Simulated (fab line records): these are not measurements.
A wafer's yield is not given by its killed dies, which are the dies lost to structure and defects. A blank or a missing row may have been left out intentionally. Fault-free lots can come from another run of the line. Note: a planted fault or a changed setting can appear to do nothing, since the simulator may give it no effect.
Which tool did it? + flow n5_finfet + 24 lots, 72 wafers sampled, at 6 steps of a route of 1938

WHAT THE GAUGES READ, wafer by wafer
N5_BEOL_M14_CD_MEAS_10: the cd target is 250 nm. Usual: 250.0 nm for cd_nm, sd 1.6.
| lot  | measured     | on        | cd_nm (nm)        | flag |
|------|--------------|-----------|-------------------|------|
| L074 | day 11 02:22 | cd_sem-02 | 250.1 249.5 250.1 |      |
| L075 | day 11 09:46 | cd_sem-02 | 249.1 251.2 253.0 |      |
| L076 | day 12 06:36 | cd_sem-02 | 248.7 251.6 249.5 |      |
| L078 | day 12 07:05 | cd_sem-01 | 251.6 250.3 249.8 |      |
| L077 | day 12 07:56 | cd_sem-02 | 248.5 249.1 248.8 |      |
| L079 | day 12 20:01 | cd_sem-02 | 252.8 250.6 252.7 |      |
| L080 | day 12 23:43 | cd_sem-03 | 251.2 250.7 249.2 |      |
| L081 | day 13 03:00 | cd_sem-03 | 250.9 252.3 252.7 |      |
| L082 | day 13 02:42 | cd_sem-03 | 250.1 249.9 248.6 |      |
| L083 | day 13 12:58 | cd_sem-03 | 249.6 247.0 244.7 |      |
| L086 | day 14 05:35 | cd_sem-03 | 249.0 250.8 252.6 |      |
| L085 | day 14 09:05 | cd_sem-02 | 251.1 248.3 252.3 |      |
| L084 | day 14 09:24 | cd_sem-03 | 248.5 249.9 250.8 |      |
| L087 | day 14 11:49 | cd_sem-03 | 253.3 249.4 249.4 |      |
| L088 | day 14 16:35 | cd_sem-03 | 249.0 249.7 250.9 |      |
| L090 | day 15 18:51 | cd_sem-01 | 247.4 250.6 250.3 |      |
| L089 | day 15 18:53 | cd_sem-01 | 250.6 252.9 250.4 |      |
| L092 | day 15 23:11 | cd_sem-02 | 249.6 252.3 250.3 |      |
| L091 | day 16 00:24 | cd_sem-02 | 247.2 250.7 248.4 |      |
| L094 | day 16 06:10 | cd_sem-01 | 252.8 248.9 248.0 |      |
| L093 | day 16 08:14 | cd_sem-02 | 249.8 245.2 251.8 |      |
| L095 | day 16 14:49 | cd_sem-03 | 249.2 247.3 250.9 |      |
| L096 | day 16 18:04 | cd_sem-03 | 251.9 248.5 252.4 |      |
| L097 | day 17 00:08 | cd_sem-01 | 252.2 248.9 248.8 |      |

N5_BEOL_M14_INSPECT_12: inspects for defects (macro). Usual: 1.9 for raw_defect_count, sd 1.4.
| lot  | measured     | on                | raw_defect_count | flag |
|------|--------------|-------------------|------------------|------|
| L074 | day 11 02:25 | defect_inspect-01 | 3 3 1            |      |
| L075 | day 11 09:50 | defect_inspect-02 | 2 2 2            |      |
| L076 | day 12 06:40 | defect_inspect-02 | 2 2 3            |      |
| L078 | day 12 07:08 | defect_inspect-01 | 6 0 3            |      |
| L077 | day 12 08:00 | defect_inspect-02 | 1 2 2            |      |
| L079 | day 12 20:04 | defect_inspect-01 | 0 0 0            |      |
| L080 | day 12 23:46 | defect_inspect-01 | 2 1 0            |      |
| L081 | day 13 03:04 | defect_inspect-01 | 2 3 3            |      |
| L082 | day 13 02:45 | defect_inspect-01 | 0 3 2            |      |
| L083 | day 13 13:01 | defect_inspect-01 | 1 1 2            |      |
| L086 | day 14 05:39 | defect_inspect-02 | 2 1 2            |      |
| L085 | day 14 09:08 | defect_inspect-02 | 0 0 3            |      |
| L084 | day 14 09:27 | defect_inspect-01 | 2 1 1            |      |
| L087 | day 14 11:52 | defect_inspect-01 | 3 1 2            |      |
| L088 | day 14 16:39 | defect_inspect-02 | 2 2 0            |      |
| L090 | day 15 18:54 | defect_inspect-01 | 2 2 2            |      |
| L089 | day 15 18:56 | defect_inspect-01 | 0 1 2            |      |
| L092 | day 15 23:14 | defect_inspect-01 | 1 1 0            |      |
| L091 | day 16 00:27 | defect_inspect-02 | 4 3 5            |      |
| L094 | day 16 06:13 | defect_inspect-01 | 1 2 1            |      |
| L093 | day 16 08:18 | defect_inspect-02 | 3 1 0            |      |
| L095 | day 16 14:52 | defect_inspect-01 | 2 2 1            |      |
| L096 | day 16 18:07 | defect_inspect-02 | 2 3 3            |      |
| L097 | day 17 00:11 | defect_inspect-01 | 4 3 0            |      |

WHICH TOOL RAN EACH LOT (tool, then ch and the chambers of the sampled wafers, then the start)
| lot  | N5_BEOL_M13_ILD_DEP_00          | N5_BEOL_M13_DESCUM_15              | N5_BEOL_M13_STRIP_63                 | N5_BEOL_M13_ETCH_68                |
|------|---------------------------------|------------------------------------|--------------------------------------|------------------------------------|
| L074 | pecvd-04 ch 0,1,2, day 10 19:05 | rie_diel-04 ch 0,2,3, day 10 20:01 | plasma_asher-02 ch 0,1, day 10 20:20 | rie_diel-02 ch 1,2,3, day 10 21:44 |
| L075 | pecvd-04 ch 0,2, day 11 02:50   | rie_diel-02 ch 2,3, day 11 03:22   | plasma_asher-02 ch 0,1, day 11 03:41 | rie_diel-02 ch 1,2,3, day 11 04:29 |
| L076 | pecvd-03 ch 0,2, day 11 23:53   | rie_diel-03 ch 0,3, day 12 00:25   | plasma_asher-02 ch 0,1, day 12 00:44 | rie_diel-02 ch 1,2,3, day 12 01:40 |
| L078 | pecvd-03 ch 0,2, day 12 02:28   | rie_diel-02 ch 0,2,3, day 12 03:08 | plasma_asher-01 ch 0,1, day 12 03:27 | rie_diel-02 ch 0,2,3, day 12 04:16 |
| L077 | pecvd-01 ch 0,2, day 12 02:44   | rie_diel-03 ch 0,3, day 12 03:24   | plasma_asher-01 ch 0, day 12 03:43   | rie_diel-02 ch 1,3, day 12 04:48   |
| L079 | pecvd-01 ch 0,2, day 12 09:26   | rie_diel-02 ch 1,3, day 12 09:58   | plasma_asher-01 ch 1, day 12 10:18   | rie_diel-02 ch 0,1,3, day 12 11:13 |
| L080 | pecvd-04 ch 1,2, day 12 17:46   | rie_diel-03 ch 0,2,3, day 12 18:18 | plasma_asher-02 ch 0, day 12 18:38   | rie_diel-03 ch 1,2, day 12 19:26   |
| L081 | pecvd-03 ch 1,2, day 12 18:02   | rie_diel-03 ch 0,3, day 12 18:46   | plasma_asher-01 ch 1, day 12 19:05   | rie_diel-02 ch 1,2, day 12 19:57   |
| L082 | pecvd-04 ch 0,2, day 12 18:44   | rie_diel-02 ch 0,1,2, day 12 19:17 | plasma_asher-01 ch 0,1, day 12 19:37 | rie_diel-02 ch 0,1,2, day 12 20:29 |
| L083 | pecvd-03 ch 1,2, day 13 06:26   | rie_diel-04 ch 1,2,3, day 13 07:10 | plasma_asher-02 ch 0,1, day 13 07:29 | rie_diel-03 ch 0,1, day 13 08:58   |
| L086 | pecvd-03 ch 0,2, day 13 23:06   | rie_diel-03 ch 0,2,3, day 13 23:39 | plasma_asher-01 ch 0,1, day 13 23:58 | rie_diel-04 ch 1,2, day 14 01:04   |
| L085 | pecvd-03 ch 0,1, day 14 03:02   | rie_diel-02 ch 1,2,3, day 14 03:35 | plasma_asher-02 ch 0,1, day 14 03:54 | rie_diel-03 ch 0,1,3, day 14 04:42 |
| L084 | pecvd-04 ch 1,2, day 14 03:56   | rie_diel-04 ch 1,3, day 14 04:29   | plasma_asher-02 ch 0,1, day 14 04:58 | rie_diel-03 ch 1,2, day 14 05:46   |
| L087 | pecvd-04 ch 0,1, day 14 07:22   | rie_diel-03 ch 1,2, day 14 07:55   | plasma_asher-02 ch 0,1, day 14 08:14 | rie_diel-03 ch 0,1, day 14 09:10   |
| L088 | pecvd-03 ch 0,1, day 14 11:29   | rie_diel-02 ch 0,1, day 14 12:02   | plasma_asher-02 ch 0,1, day 14 12:21 | rie_diel-03 ch 0,3, day 14 13:26   |
| L090 | pecvd-03 ch 0,1,2, day 15 05:56 | rie_diel-03 ch 0,3, day 15 06:28   | plasma_asher-02 ch 0,1, day 15 06:47 | rie_diel-04 ch 2,3, day 15 07:35   |
| L089 | pecvd-03 ch 0,1,2, day 15 06:12 | rie_diel-02 ch 0,1,2, day 15 06:46 | plasma_asher-02 ch 0,1, day 15 07:05 | rie_diel-03 ch 0,2,3, day 15 07:59 |
| L092 | pecvd-04 ch 0,2, day 15 09:12   | rie_diel-02 ch 1,2,3, day 15 18:47 | plasma_asher-02 ch 0,1, day 15 19:07 | rie_diel-03 ch 0,1,2, day 15 19:55 |
| L091 | pecvd-04 ch 0,2, day 15 11:48   | rie_diel-02 ch 1,3, day 15 19:08   | plasma_asher-02 ch 0,1, day 15 19:28 | rie_diel-02 ch 1,2,3, day 15 20:16 |
| L094 | pecvd-04 ch 0,1,2, day 16 00:43 | rie_diel-02 ch 0,1, day 16 01:16   | plasma_asher-01 ch 0,1, day 16 01:35 | rie_diel-03 ch 0,1,2, day 16 02:23 |
| L093 | pecvd-03 ch 0,1, day 16 03:16   | rie_diel-03 ch 1,2, day 16 03:56   | plasma_asher-02 ch 0,1, day 16 04:17 | rie_diel-04 ch 0,2,3, day 16 05:11 |
| L095 | pecvd-03 ch 0,1, day 16 08:14   | rie_diel-03 ch 0,1,3, day 16 08:53 | plasma_asher-01 ch 0,1, day 16 09:13 | rie_diel-03 ch 1,3, day 16 10:08   |
| L096 | pecvd-01 ch 0,1,2, day 16 13:43 | rie_diel-04 ch 1,2,3, day 16 14:12 | plasma_asher-01 ch 0,1, day 16 14:32 | rie_diel-04 ch 0,1, day 16 15:20   |
| L097 | pecvd-04 ch 1,2, day 16 18:29   | rie_diel-04 ch 1,2,3, day 16 19:41 | plasma_asher-01 ch 0,1, day 16 20:01 | rie_diel-02 ch 0,1,2, day 16 20:52 |
- N5_BEOL_M13_ILD_DEP_00: deposits SiOC from DEMS/O2, target thk 837.92 nm, time 166.4 s.
- N5_BEOL_M13_DESCUM_15: chemistry O2, time 7.9 s.
- N5_BEOL_M13_STRIP_63: strips in N2/H2.
- N5_BEOL_M13_ETCH_68: etches SOC in N2/H2, time 355 s.

WHAT THE TOOLS THEMSELVES READ (means of the sampled wafers that have a number; where no wafer has one, the mark that the record gives instead)
N5_BEOL_M13_ILD_DEP_00. Usual: heater_power_w 485 W, standard deviation 59; showerhead_plenum_p_Torr 5.703 Torr, standard deviation 0.018; throttle_valve_pct 12.0 %, standard deviation 0.69.
| lot  | tool     | heater_power_w (W) | showerhead_plenum_p_Torr (Torr) | throttle_valve_pct (%) | flag |
|------|----------|--------------------|---------------------------------|------------------------|------|
| L074 | pecvd-04 | 516                | 5.695                           | 11.8                   |      |
| L075 | pecvd-04 | 497                | 5.688                           | 11.7                   |      |
| L076 | pecvd-03 | 510                | 5.697                           | 11.3                   |      |
| L078 | pecvd-03 | 530                | 5.720                           | 11.9                   |      |
| L077 | pecvd-01 | 401                | 5.688                           | 12.1                   |      |
| L079 | pecvd-01 | 390                | 5.698                           | 12.2                   |      |
| L080 | pecvd-04 | 543                | 5.705                           | 11.4                   |      |
| L081 | pecvd-03 | 476                | 5.697                           | 11.7                   |      |
| L082 | pecvd-04 | 467                | 5.684                           | 11.9                   |      |
| L083 | pecvd-03 | 470                | 5.706                           | 12.2                   |      |
| L086 | pecvd-03 | 493                | 5.709                           | 12.1                   |      |
| L085 | pecvd-03 | 515                | 5.723                           | 12.7                   |      |
| L084 | pecvd-04 | 554                | 5.697                           | 11.4                   |      |
| L087 | pecvd-04 | 500                | 5.702                           | 12.0                   |      |
| L088 | pecvd-03 | 469                | 5.717                           | 12.7                   |      |
| L090 | pecvd-03 | 492                | 5.712                           | 12.2                   |      |
| L089 | pecvd-03 | 482                | 5.708                           | 12.1                   |      |
| L092 | pecvd-04 | 500                | 5.695                           | 11.7                   |      |
| L091 | pecvd-04 | 470                | 5.690                           | 11.8                   |      |
| L094 | pecvd-04 | 535                | 5.695                           | 11.9                   |      |
| L093 | pecvd-03 | 511                | 5.717                           | 12.7                   |      |
| L095 | pecvd-03 | 503                | 5.727                           | 12.7                   |      |
| L096 | pecvd-01 | 418                | 5.698                           | 11.8                   |      |
| L097 | pecvd-04 | 569                | 5.694                           | 11.3                   |      |

N5_BEOL_M13_DESCUM_15. Usual: chamber_pressure_mTorr 19.999 mTorr, standard deviation 0.016; drypump_motor_current_A 5.9 A, standard deviation 0.51; oes_product_au 0.75 a.u., standard deviation 0.089; rf_vpp_V 243.3 V, standard deviation 1.5; showerhead_plenum_p_Torr 2.10 Torr, standard deviation 0.082; throttle_valve_pct 20.43 %, standard deviation 0.19.
| lot  | tool        | chamber_pressure_mTorr (mTorr) | drypump_motor_current_A (A) | oes_product_au (a.u.) | rf_vpp_V (V) | showerhead_plenum_p_Torr (Torr) | throttle_valve_pct (%) | flag |
|------|-------------|--------------------------------|-----------------------------|-----------------------|--------------|---------------------------------|------------------------|------|
| L074 | rie_diel-04 | 20.000                         | 5.9                         | 0.72                  | 243.4        | 2.07                            | 20.51                  |      |
| L075 | rie_diel-02 | 20.006                         | 6.4                         | 0.87                  | 243.1        | 2.13                            | 20.38                  |      |
| L076 | rie_diel-03 | 20.002                         | 5.7                         | 0.88                  | 243.9        | 2.14                            | 20.28                  |      |
| L078 | rie_diel-02 | 20.002                         | 5.9                         | 0.81                  | 244.1        | 2.14                            | 20.37                  |      |
| L077 | rie_diel-03 | 20.000                         | 5.5                         | 0.80                  | 242.7        | 2.07                            | 20.47                  |      |
| L079 | rie_diel-02 | 19.989                         | 6.3                         | 0.79                  | 241.7        | 2.05                            | 20.37                  |      |
| L080 | rie_diel-03 | 20.008                         | 5.5                         | 0.78                  | 242.4        | 2.09                            | 20.34                  |      |
| L081 | rie_diel-03 | 20.016                         | 5.5                         | 0.79                  | 242.9        | 2.06                            | 20.47                  |      |
| L082 | rie_diel-02 | 20.001                         | 5.8                         | 0.74                  | 242.5        | 2.09                            | 20.33                  |      |
| L083 | rie_diel-04 | 20.006                         | 5.8                         | 0.70                  | 244.5        | 2.14                            | 20.49                  |      |
| L086 | rie_diel-03 | 19.993                         | 5.5                         | 0.77                  | 243.2        | 2.09                            | 20.36                  |      |
| L085 | rie_diel-02 | 20.019                         | 6.3                         | 0.77                  | 243.5        | 2.07                            | 20.36                  |      |
| L084 | rie_diel-04 | 20.003                         | 6.0                         | 0.69                  | 243.7        | 2.16                            | 20.53                  |      |
| L087 | rie_diel-03 | 20.006                         | 5.7                         | 0.69                  | 243.2        | 2.07                            | 20.46                  |      |
| L088 | rie_diel-02 | 19.992                         | 5.8                         | 0.74                  | 242.8        | 2.06                            | 20.36                  |      |
| L090 | rie_diel-03 | 19.983                         | 5.7                         | 0.83                  | 243.8        | 2.13                            | 20.31                  |      |
| L089 | rie_diel-02 | 20.002                         | 5.8                         | 0.72                  | 243.6        | 2.08                            | 20.35                  |      |
| L092 | rie_diel-02 | 19.993                         | 6.3                         | 0.76                  | 242.8        | 2.07                            | 20.38                  |      |
| L091 | rie_diel-02 | 20.015                         | 6.5                         | 0.82                  | 243.7        | 2.10                            | 20.45                  |      |
| L094 | rie_diel-02 | 19.988                         | 5.8                         | 0.73                  | 242.3        | 2.05                            | 20.37                  |      |
| L093 | rie_diel-03 | 19.979                         | 6.1                         | 0.68                  | 242.6        | 2.08                            | 20.66                  |      |
| L095 | rie_diel-03 | 19.991                         | 5.9                         | 0.75                  | 244.1        | 2.09                            | 20.55                  |      |
| L096 | rie_diel-04 | 20.023                         | 5.8                         | 0.68                  | 244.8        | 2.13                            | 20.53                  |      |
| L097 | rie_diel-04 | 19.989                         | 5.8                         | 0.68                  | 243.8        | 2.13                            | 20.52                  |      |

N5_BEOL_M13_STRIP_63. Usual: chamber_pressure_mTorr 1000.1 mTorr, standard deviation 0.98; drypump_motor_current_A 5.9 A, standard deviation 0.35; heater_power_w 338 W, standard deviation 24; oes_product_au 0.675 a.u., standard deviation 0.0057; strip_time_to_endpoint_s 28.2 s, standard deviation 1.3.
| lot  | tool            | chamber_pressure_mTorr (mTorr) | drypump_motor_current_A (A) | heater_power_w (W) | oes_product_au (a.u.) | strip_time_to_endpoint_s (s) | flag |
|------|-----------------|--------------------------------|-----------------------------|--------------------|-----------------------|------------------------------|------|
| L074 | plasma_asher-02 | 1000.1                         | 6.1                         | 342                | 0.676                 | 27.4                         |      |
| L075 | plasma_asher-02 | 999.1                          | 6.1                         | 336                | 0.670                 | 27.7                         |      |
| L076 | plasma_asher-02 | 999.9                          | 6.1                         | 335                | 0.673                 | 29.3                         |      |
| L078 | plasma_asher-01 | 1001.2                         | 5.5                         | 342                | 0.674                 | 28.8                         |      |
| L077 | plasma_asher-01 | 999.6                          | 5.2                         | 362                | 0.679                 | 28.9                         |      |
| L079 | plasma_asher-01 | 1000.1                         | 6.1                         | 300                | 0.675                 | 28.4                         |      |
| L080 | plasma_asher-02 | 1000.2                         | 6.2                         | 349                | 0.675                 | 28.0                         |      |
| L081 | plasma_asher-01 | 999.7                          | 6.0                         | 298                | 0.678                 | 29.4                         |      |
| L082 | plasma_asher-01 | 1001.0                         | 5.5                         | 339                | 0.675                 | 28.0                         |      |
| L083 | plasma_asher-02 | 999.0                          | 6.1                         | 350                | 0.676                 | 28.2                         |      |
| L086 | plasma_asher-01 | 999.8                          | 5.5                         | 343                | 0.677                 | 29.5                         |      |
| L085 | plasma_asher-02 | 999.8                          | 6.1                         | 346                | 0.679                 | 29.2                         |      |
| L084 | plasma_asher-02 | 1001.1                         | 6.1                         | 344                | 0.680                 | 28.1                         |      |
| L087 | plasma_asher-02 | 1000.3                         | 6.1                         | 343                | 0.676                 | 26.8                         |      |
| L088 | plasma_asher-02 | 1000.0                         | 6.1                         | 346                | 0.674                 | 29.2                         |      |
| L090 | plasma_asher-02 | 999.1                          | 6.1                         | 339                | 0.681                 | 29.2                         |      |
| L089 | plasma_asher-02 | 1000.6                         | 6.1                         | 348                | 0.674                 | 29.9                         |      |
| L092 | plasma_asher-02 | 999.5                          | 6.1                         | 347                | 0.678                 | 28.3                         |      |
| L091 | plasma_asher-02 | 1000.5                         | 6.1                         | 341                | 0.674                 | 28.8                         |      |
| L094 | plasma_asher-01 | 1000.4                         | 5.8                         | 318                | 0.674                 | 27.1                         |      |
| L093 | plasma_asher-02 | 1000.4                         | 6.1                         | 346                | 0.677                 | 28.7                         |      |
| L095 | plasma_asher-01 | 999.6                          | 5.8                         | 319                | 0.673                 | 29.1                         |      |
| L096 | plasma_asher-01 | 1000.1                         | 5.7                         | 322                | 0.670                 | 25.2                         |      |
| L097 | plasma_asher-01 | 999.6                          | 5.7                         | 319                | 0.675                 | 27.8                         |      |

N5_BEOL_M13_ETCH_68. Usual: chamber_pressure_mTorr 30.001 mTorr, standard deviation 0.028; drypump_motor_current_A 5.9 A, standard deviation 0.51; oes_product_au 0.76 a.u., standard deviation 0.091; rf_vpp_V 524.3 V, standard deviation 2.7; showerhead_plenum_p_Torr 2.55 Torr, standard deviation 0.092; throttle_valve_pct 17.73 %, standard deviation 0.13.
| lot  | tool        | chamber_pressure_mTorr (mTorr) | drypump_motor_current_A (A) | oes_product_au (a.u.) | rf_vpp_V (V) | showerhead_plenum_p_Torr (Torr) | throttle_valve_pct (%) | flag |
|------|-------------|--------------------------------|-----------------------------|-----------------------|--------------|---------------------------------|------------------------|------|
| L074 | rie_diel-02 | 29.989                         | 6.4                         | 0.80                  | 523.5        | 2.52                            | 17.63                  |      |
| L075 | rie_diel-02 | 29.971                         | 6.3                         | 0.80                  | 523.1        | 2.52                            | 17.63                  |      |
| L076 | rie_diel-02 | 30.001                         | 6.3                         | 0.79                  | 523.1        | 2.51                            | 17.63                  |      |
| L078 | rie_diel-02 | 30.022                         | 5.9                         | 0.81                  | 525.0        | 2.59                            | 17.63                  |      |
| L077 | rie_diel-02 | 30.010                         | 6.3                         | 0.80                  | 522.4        | 2.48                            | 17.66                  |      |
| L079 | rie_diel-02 | 30.014                         | 6.0                         | 0.81                  | 524.1        | 2.56                            | 17.65                  |      |
| L080 | rie_diel-03 | 29.986                         | 6.1                         | 0.70                  | 523.0        | 2.51                            | 17.82                  |      |
| L081 | rie_diel-02 | 30.007                         | 6.1                         | 0.72                  | 522.1        | 2.49                            | 17.69                  |      |
| L082 | rie_diel-02 | 29.996                         | 5.8                         | 0.73                  | 524.5        | 2.53                            | 17.70                  |      |
| L083 | rie_diel-03 | 30.022                         | 6.3                         | 0.77                  | 525.6        | 2.58                            | 17.73                  |      |
| L086 | rie_diel-04 | 30.004                         | 5.6                         | 0.71                  | 524.4        | 2.55                            | 17.81                  |      |
| L085 | rie_diel-03 | 29.968                         | 5.9                         | 0.77                  | 523.1        | 2.53                            | 17.76                  |      |
| L084 | rie_diel-03 | 30.013                         | 6.1                         | 0.69                  | 522.2        | 2.50                            | 17.84                  |      |
| L087 | rie_diel-03 | 29.986                         | 6.3                         | 0.77                  | 525.7        | 2.57                            | 17.75                  |      |
| L088 | rie_diel-03 | 29.993                         | 5.7                         | 0.83                  | 525.5        | 2.60                            | 17.64                  |      |
| L090 | rie_diel-04 | 30.012                         | 5.8                         | 0.69                  | 525.9        | 2.58                            | 17.72                  |      |
| L089 | rie_diel-03 | 29.992                         | 5.5                         | 0.76                  | 523.2        | 2.53                            | 17.76                  |      |
| L092 | rie_diel-03 | 30.025                         | 5.9                         | 0.75                  | 524.3        | 2.57                            | 17.75                  |      |
| L091 | rie_diel-02 | 29.982                         | 6.3                         | 0.76                  | 523.8        | 2.50                            | 17.70                  |      |
| L094 | rie_diel-03 | 29.995                         | 5.9                         | 0.75                  | 524.4        | 2.57                            | 17.76                  |      |
| L093 | rie_diel-04 | 29.995                         | 5.9                         | 0.77                  | 525.8        | 2.60                            | 17.70                  |      |
| L095 | rie_diel-03 | 30.010                         | 6.1                         | 0.68                  | 522.2        | 2.46                            | 17.90                  |      |
| L096 | rie_diel-04 | 30.043                         | 6.2                         | 0.85                  | 527.2        | 2.67                            | 17.73                  |      |
| L097 | rie_diel-02 | 29.992                         | 5.8                         | 0.72                  | 523.6        | 2.52                            | 17.74                  |      |

THE ANSWER, worked out from the rows above alone
Rule: a lot is off if the mean of its wafers that have a number lies more than 3 standard deviations from the usual mean. A lot without any number at a reading at which 4 lots or more have one is off too. Where the step has rows for the other lots, those lots are counted as sound. The gauges are gone through in route order, then the tools' own readings, and for those a lot's mean is taken as printed above. At the first step where some lot is off, the reading lying furthest off is the one used; lots without a number count as furthest.
Nothing can be told from this: no lot is off at any reading shown.

WHAT HAD BEEN PUT IN BY THE SIMULATOR
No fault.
